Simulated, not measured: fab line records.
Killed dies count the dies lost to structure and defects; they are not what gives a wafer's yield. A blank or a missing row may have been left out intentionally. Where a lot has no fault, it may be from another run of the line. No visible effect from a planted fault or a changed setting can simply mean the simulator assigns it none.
Chamber matching ; flow n5Finfet ; N5_BEOL_M6_ALD_77 on aldMetal-02: 4 sister chambers
The step deposits TaN, target thk 2 nm, pulse time 2 s, purge time 3 s. 8 wafers are shown with their chamber, then 8 later ones without.

== WAFERS WITH THEIR CHAMBER ==
wafer;chamber;heaterPowerW (W)
L079.5;0;427
L085.6;1;505
L086.1;3;434
L086.6;0;433
L091.1;3;433
L091.4;2;512
L091.6;1;495
L096.1;2;519

== WAFERS WHOSE CHAMBER IS MISSING ==
wafer;heaterPowerW (W)
L096.2;482
L096.3;439
L095.1;511
L095.2;421
L095.4;430
L094.1;441
L094.4;511
L094.5;489

== WHICH CHAMBER EACH ONE RAN IN ==
wafer;from the rows above;in truth
L096.2;1;1
L096.3;can't be placed: 3 or 0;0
L095.1;can't be placed: 2 or 1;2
L095.2;can't be placed: 0 or 3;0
L095.4;can't be placed: 0 or 3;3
L094.1;can't be placed: 3 or 0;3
L094.4;can't be placed: 2 or 1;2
L094.5;1;1
Placed correctly: 2 of 8. Cannot be placed on the basis of these rows: 6; the candidates contain the true chamber in 6. Number placed wrongly: 0.
How it was worked out, from the rows above alone: a wafer's distance from a chamber is the root of the sum, over the readings, of the square of ((its reading less the chamber's mean) divided by the reading's scatter). The wafer belongs to the nearest chamber; if the next one is less than 2 further off, it can't be placed. Each chamber's mean is taken over the wafers shown for it. How the scatter is found: for the shown wafers, subtract from each reading the mean of its chamber, square and add these, divide the total by (wafers less chambers), then take the root.
